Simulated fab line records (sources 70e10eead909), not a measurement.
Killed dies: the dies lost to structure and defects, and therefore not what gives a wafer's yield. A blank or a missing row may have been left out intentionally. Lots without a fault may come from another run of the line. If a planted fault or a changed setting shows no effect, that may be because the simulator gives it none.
fab line records | flow nandHarc
record lots=13 wafers=39 lastDay=33
route steps=1302 shown P_CONTACT@243 THIN_TSV@1250 END@1302
lots with no fault: from the same line, run without faults
startH: the number of hours between the record's first day and the start of the first shown wafer of the lot | waitH: hours from the lot's prior step to this one | " the same as in the row above | L1.1+2: several wafers, shown together as one row | - either no value or no given start | * or withheld: withheld | < > ~ a bound
route shown NAME@n: NAME is a module with steps in the file, n the number in the route of the first one | usual: average and standard deviation across the fault-free wafers | same: alike in all rows | chamber/n: place in a boat | sites: per-site readings | _std_site: the values' standard deviation | _edge_site: mean of outer sites minus mean of inner sites | radiusMm: for every site, how far away it sits from the centre of the wafer | mask NAME#n: copy n | behind: the last tool/chamber to shape the wafer | hold: the reason the lot was held/the length of the hold in hours/how it ended | device: which transistor (n, p or np) failed to switch | end of line: the tests these same wafers got at the end of their route | for a step that has no rows: nothing shown but its recipe | killed: the dies lost at the first sort to structure and to defects; this is not the yield of the wafer | map: shows each die of a wafer: x if killed, . if not, _ if none is there
set.NAME: the setting as run; set.NAME@STEP: as run at that earlier step | model.NAME: the simulator's own value behind a step, which no gauge read
steps of the route over a sample of lots; a table a step, a row a wafer
services: from which hour (startH, from the record's first day; less than 0 if before it) a tool's chamber was out of use, for how many hours, and why
## steps
# step NHARC_P_CONTACT_STRIP_29
# recipe timeS=1200 tempC=72.5 chemistry=postEtchResidueRemover
# columns lot.wafer tool chamber startH waitH
L122.1+5+2 wetBench-09 7,0,3 116.04 -
L124.5+4+2 wetBench-09 2,4,5 138.07 -
L125.1+3+5 wetBench-07 0,1,2 144.57 -
L133.2+1+6 wetBench-07 5,6,7 234.14 -
L134.2+5+1 wetBench-07 1,5,6 236.91 -
L135.6+4+1 wetBench-09 3,4,5 244.88 -
L137.2+5+3 wetBench-03 3,4,0 275.19 -
L139.5+1+6 wetBench-09 0,1,5 288.58 -
L140.1+6+5 wetBench-07 5,7,0 294.55 0.2
L141.1+3+2 wetBench-03 6,7,0 307.76 -
L142.4+2+5 wetBench-07 6,0,1 315.27 -
L143.6+3+4 wetBench-07 6,7,0 326.49 0.1
L145.1+2+6 wetBench-09 0,1,2 351.30 -
# step NHARC_THIN_TSV_DEP_43
# recipe targetThkA=13285 tempC=withheld pressureTorr=6.5 rfW=900 teosFlowSccm=161.4 flowSccm=2650 targetThkNm=1328.5 gas=O2 material=SiO2
# usual throttleValvePct=16.0/0.59
# columns lot.wafer tool chamber startH waitH throttleValvePct
L122.2 pecvd-02 2 549.46 - 16.2
L122.1 " 0 " " 16.3
L122.5 " 0 " " 16.3
L124.2 pecvd-02 2 564.43 - 16.4
L124.5 " 0 " " 16.3
L124.4 " 2 " " 16.4
L125.3 pecvd-02 1 568.44 - 16.7
L125.1 " 2 " " 16.2
L125.5 " 1 " " 16.7
L133.2 pecvd-04 0 663.90 - 15.8
L133.1 " 1 " " 16.6
L133.6 " 2 " " 15.2
L135.1 pecvd-03 1 668.17 - 15.8
L135.4 " 0 " " 15.0
L135.6 " 2 " " 16.1
L134.2 pecvd-04 1 669.32 - 16.8
L134.1 " 0 " " 16.1
L134.5 " 2 " " 15.3
L139.1 pecvd-02 2 709.11 - 15.9
L139.6 " 2 " " 15.9
L139.5 " 0 " " 16.3
L137.3 pecvd-04 1 722.45 - 16.7
L137.2 " 0 " " 15.8
L137.5 " 2 " " 15.2
L140.1 pecvd-04 0 723.71 - 15.8
L140.5 " 2 " " 15.3
L140.6 " 1 " " 16.9
L141.3 pecvd-04 2 737.42 - 15.2
L141.1 " 0 " " 15.9
L141.2 " 1 " " 16.9
L142.2 pecvd-02 0 746.67 - 16.1
L142.5 " 0 " " 16.2
L142.4 " 1 " " 16.5
L143.3 pecvd-04 0 763.23 - 15.9
L143.6 " 0 " " 16.0
L143.4 " 1 " " 16.9
L145.2 pecvd-04 1 772.86 - 16.9
L145.1 " 2 " " 15.2
L145.6 " 2 " " 15.3
# step NHARC_THIN_TSV_DEP_47
# recipe targetThkA=2000 tempC=withheld pressureTorr=6.5 rfW=900 teosFlowSccm=161.4 flowSccm=2650 targetThkNm=200 gas=O2 material=SiO2
# usual throttleValvePct=15.9/0.61
# columns lot.wafer tool chamber startH waitH throttleValvePct
L122.2 pecvd-02 1 552.08 - 16.7
L122.1 " 2 " " 16.4
L122.5 " 2 " " 16.3
L124.2 pecvd-02 0 566.96 - 16.5
L124.5 " 1 " " 16.7
L124.4 " 0 " " 16.6
L125.1 pecvd-02 0 571.12 - 16.3
L125.3 " 1 " " 16.4
L125.5 " 1 " " 16.8
L133.2 pecvd-02 2 666.56 - 15.9
L133.1 " 1 " " 16.4
L133.6 " 2 " " 16.1
L135.1 pecvd-03 0 670.79 - 15.0
L135.4 " 1 " " 15.4
L135.6 " 2 " " 16.0
L134.1 pecvd-03 1 671.93 - 15.5
L134.2 " 2 " " 16.1
L134.5 " 0 " " 14.9
L139.1 pecvd-03 2 711.86 - 16.2
L139.6 " 2 " " 16.0
L139.5 " 1 " " 15.7
L137.3 pecvd-03 2 725.15 - 15.9
L137.2 " 1 " " 15.7
L137.5 " 1 " " 15.6
L140.1 pecvd-04 0 726.41 - 16.1
L140.5 " 2 " " 15.2
L140.6 " 0 " " 15.7
L141.1 pecvd-02 1 740.08 - 16.7
L141.3 " 2 " " 15.8
L141.2 " 0 " " 16.0
L142.2 pecvd-04 1 749.37 - 16.8
L142.5 " 2 " " 15.3
L142.4 " 1 " " 17.2
L143.3 pecvd-04 2 765.93 - 15.1
L143.6 " 1 " " 16.8
L143.4 " 2 " " 15.4
L145.2 pecvd-04 0 775.45 - 15.9
L145.1 " 1 " " 17.0
L145.6 " 2 " " 15.3
# step NHARC_THIN_TSV_DESCUM_35
# recipe timeS=3 o2FlowSccm=200 arFlowSccm=0 biasPowerW=0 chemistry=O2
# usual drypumpMotorCurrentA=5.9/0.36 oesProductAu=1.004/0.01 rfVppV=57.8/0.89 showerheadPlenumPTorr=1.95/0.054 throttleValvePct=11.310/0.0096
# columns lot.wafer tool chamber startH waitH drypumpMotorCurrentA oesProductAu rfHoursCounterH rfVppV showerheadPlenumPTorr throttleValvePct
L122.1 rieDiel-13 3 556.78 - 5.6 1.004 1.8 58.4 1.94 11.315
L122.2 " 0 " " 6.2 1.002 1.6 59.0 1.94 11.310
L122.5 " 2 " " 6.2 1.018 - 57.8 2.03 11.313
L124.2 rieDiel-04 2 571.62 - 5.3 1.012 3.0 57.9 1.96 11.303
L124.4 " 3 " " 5.7 1.021 3.6 57.5 1.90 11.310
L124.5 " 3 " " 5.8 1.018 - 57.3 1.90 11.301
L125.3 rieDiel-09 3 575.73 - 5.5 1.026 5.1 58.2 2.00 11.314
L125.1 " 2 " " 6.3 0.990 4.5 57.3 2.01 11.298
L125.5 " 0 " " 6.3 0.998 - 58.1 1.90 11.329
L133.1 rieDiel-04 0 670.87 - 6.1 0.990 8.2 58.3 2.03 11.310
L133.2 " 3 " " 5.8 1.007 9.3 58.4 1.89 11.294
L133.6 " 2 " " 5.4 1.020 - 56.6 1.96 11.310
L135.1 rieDiel-04 2 674.92 - 5.4 1.002 9.6 58.0 1.96 11.299
L135.6 " 3 " " 5.8 1.020 - 57.9 1.89 11.318
L135.4 " 0 " " 6.1 0.992 - 59.0 2.03 11.317
L134.1 rieDiel-04 2 676.05 - 5.3 1.003 9.7 58.6 1.96 11.306
L134.2 " 3 " " 5.8 1.013 9.6 56.9 1.89 11.321
L134.5 " 2 " " 5.3 1.007 - 58.3 1.96 11.285
L139.1 rieDiel-09 3 716.27 - 5.4 1.004 2.9 56.8 2.00 11.318
L139.6 " 1 " " 5.5 1.008 - 57.7 1.92 11.332
L139.5 " 2 " " 6.3 0.999 - 57.6 2.01 11.330
L137.3 rieDiel-04 3 729.38 - 5.8 1.014 0.5 56.0 1.89 11.310
L137.2 " 2 " " 5.4 1.018 0.5 58.1 1.96 11.308
L137.5 " 0 " " 6.1 1.003 - 59.0 2.03 11.308
L140.1 rieDiel-13 1 730.45 - 6.0 0.989 1.7 56.1 1.84 11.300
L140.6 " 3 " " 5.6 0.997 - 56.0 1.93 11.307
L140.5 " 0 " " 6.2 1.007 - 57.6 1.93 11.303
L141.2 rieDiel-09 1 744.41 - 5.5 1.004 4.8 57.9 1.92 11.307
L141.1 " 2 " " 6.3 0.983 4.6 58.4 2.01 11.315
L141.3 " 0 " " 6.3 1.010 4.7 57.9 1.90 11.323
L142.4 rieDiel-09 3 753.55 - 5.5 1.013 4.8 58.8 2.00 11.301
L142.2 " 0 " " 6.3 1.010 5.0 58.6 1.90 11.299
L142.5 " 3 " " 5.5 1.013 - 56.7 2.00 11.295
L143.3 rieDiel-09 0 770.02 - 6.4 1.008 6.6 57.9 1.90 11.303
L143.4 " 2 " " 6.3 0.988 7.2 58.7 2.00 11.305
L143.6 " 0 " " 6.3 1.014 - 58.4 1.90 11.310
L145.1 rieDiel-13 0 780.00 - 6.2 1.007 5.0 56.6 1.93 11.310
L145.2 " 1 " " 6.0 1.004 4.7 57.8 1.84 11.303
L145.6 " 1 " " 6.0 1.002 - 57.4 1.84 11.309
# step NHARC_END_SORT_01
# recipe tempC=25
# usual killedAtArray=59/16 killedAtOther=0.8/1.1 killedAtPeriphery=3.6/2.4 killedDies=64/16 killedOpen=3.4/1.8 killedShort=2.5/1.6
# same grossDies=677
# columns lot.wafer tool chamber startH waitH killedAtArray killedAtOther killedAtPeriphery killedDies killedOpen killedShort
L133.1 prober-01 0 682.31 2.5 84 1 52 137 2 3
L133.2 prober-01 0 683.11 2.8 67 1 63 131 3 2
L133.6 prober-01 0 686.30 4.0 77 0 34 111 4 3
L134.1 prober-01 0 690.11 2.5 21 0 56 77 1 1
L134.2 prober-01 0 690.91 2.8 37 1 41 79 4 1
L134.5 prober-01 0 693.31 3.7 39 0 67 106 2 5
# killed by level:class
L133.1 P_CONTACT:unspecified=51 A_CHANNEL_HOLE_D1:chamberFilmFlake=38 A_SLIT:chamberFilmFlake=32 A_CONTACT:chamberFilmFlake=5 A_WL_FILL:chamberFilmFlake=3 P_M0:geometricParticle:open=1 A_CHANNEL_HOLE_D1:geometricParticle:short=1 A_CHANNEL_FILL_D1:geometricParticle:open=1
L133.2 P_CONTACT:unspecified=61 A_SLIT:chamberFilmFlake=29 A_CHANNEL_HOLE_D1:chamberFilmFlake=25 A_CONTACT:chamberFilmFlake=4 A_STAIRCASE:chamberFilmFlake=2 P_M0:geometricParticle:open=1 A_CHANNEL_FILL_D1:geometricParticle:open=1 A_DECK1_JOINT:geometricParticle:short=1
L133.6 A_CHANNEL_HOLE_D1:chamberFilmFlake=36 P_CONTACT:unspecified=30 A_SLIT:chamberFilmFlake=25 A_CONTACT:chamberFilmFlake=7 P_GATE:geometricParticle:open=2 A_CHANNEL_FILL_D2:chamberFilmFlake=2 A_ONON_D1:geometricParticle:short=1 A_CHANNEL_FILL_D2:geometricParticle:open=1
L134.1 P_CONTACT:unspecified=54 A_CHANNEL_HOLE_D2:chamberFilmFlake=12 A_CONTACT:chamberFilmFlake=3 P_M1:chamberFilmFlake=2 A_CHANNEL_HOLE_D1:chamberFilmFlake=2 A_SLIT:chamberFilmFlake=2 A_WL_FILL:geometricParticle:short=1 A_M0:geometricParticle:open=1
L134.2 P_CONTACT:unspecified=39 A_CHANNEL_HOLE_D2:chamberFilmFlake=13 A_CHANNEL_HOLE_D1:chamberFilmFlake=12 A_CHANNEL_FILL_D2:geometricParticle:open=3 P_M1:chamberFilmFlake=2 A_SLIT:chamberFilmFlake=2 A_ONON_D2:geometricParticle:short=1 A_CHANNEL_HOLE_D2:geometricParticle:open=1
L134.5 P_CONTACT:unspecified=62 A_CHANNEL_HOLE_D2:chamberFilmFlake=18 A_CHANNEL_HOLE_D1:chamberFilmFlake=7 A_STAIRCASE:chamberFilmFlake=3 P_STI:chamberFilmFlake=2 P_M1:chamberFilmFlake=2 A_CONTACT:chamberFilmFlake=2 A_SOURCE_PLATE:geometricParticle:short=1
## services
# columns tool chamber startH hours kind
pecvd-03 0 110.46 16.2 repair
pecvd-03 1 117.70 6.1 repair
pecvd-04 2 126.83 2.4 repair
pecvd-04 1 133.09 7.7 repair
wetBench-07 - 169.12 8.0 pm
pecvd-02 - 227.24 13.0 pm
wetBench-07 - 232.04 1.0 repair
pecvd-04 1 261.40 6.8 repair
pecvd-04 - 269.37 13.0 pm
wetBench-07 - 345.17 8.0 pm
pecvd-04 - 360.36 0.3 repair
pecvd-02 - 408.24 13.0 pm
wetBench-07 - 425.15 2.6 repair
pecvd-04 - 431.43 2.4 repair
pecvd-04 0 434.21 18.2 repair
pecvd-04 - 450.37 13.0 pm
pecvd-04 - 464.47 0.2 repair
wetBench-07 - 521.20 8.0 pm
pecvd-02 - 589.24 13.0 pm
pecvd-04 - 631.37 13.0 pm
pecvd-02 2 677.53 22.7 repair
wetBench-07 - 697.20 8.0 pm
pecvd-02 2 760.74 14.6 repair
pecvd-02 - 770.24 13.0 pm
## key
firstSign step=NHARC_END_SORT_01 reading=killedAtPeriphery direction=up sigmas=20 usual=3.6 struck=52.2
effect step=NHARC_END_SORT_01 reading=killedDies direction=up sigmas=2.8 usual=64 struck=107 wafersMoved=5
moreKillsBornAt NHARC_P_CONTACT_STRIP_29@wetBench-07=297
metAt NHARC_P_CONTACT_STRIP_29
struckLots L133,L134
testerLeftOut L133,L134
notActingAt NHARC_THIN_TSV_DEP_43,NHARC_THIN_TSV_DEP_47,NHARC_THIN_TSV_DESCUM_35
onsetBetween 144.57 234.14
fault kind=chamberParticleSource tool=wetBench-07 chamber=- onsetH=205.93 steps=NHARC_P_CONTACT_STRIP_29 ratePerVisitCm2=1.5206 endH=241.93
# testerLeftOut: of these lots the tester's yield and bins aren't shown, on N5 and GAA mostly nor the transistor test; their killed dies are dies lost to structure and defects alone, not to doping, threshold or leakage, so they don't give the yield
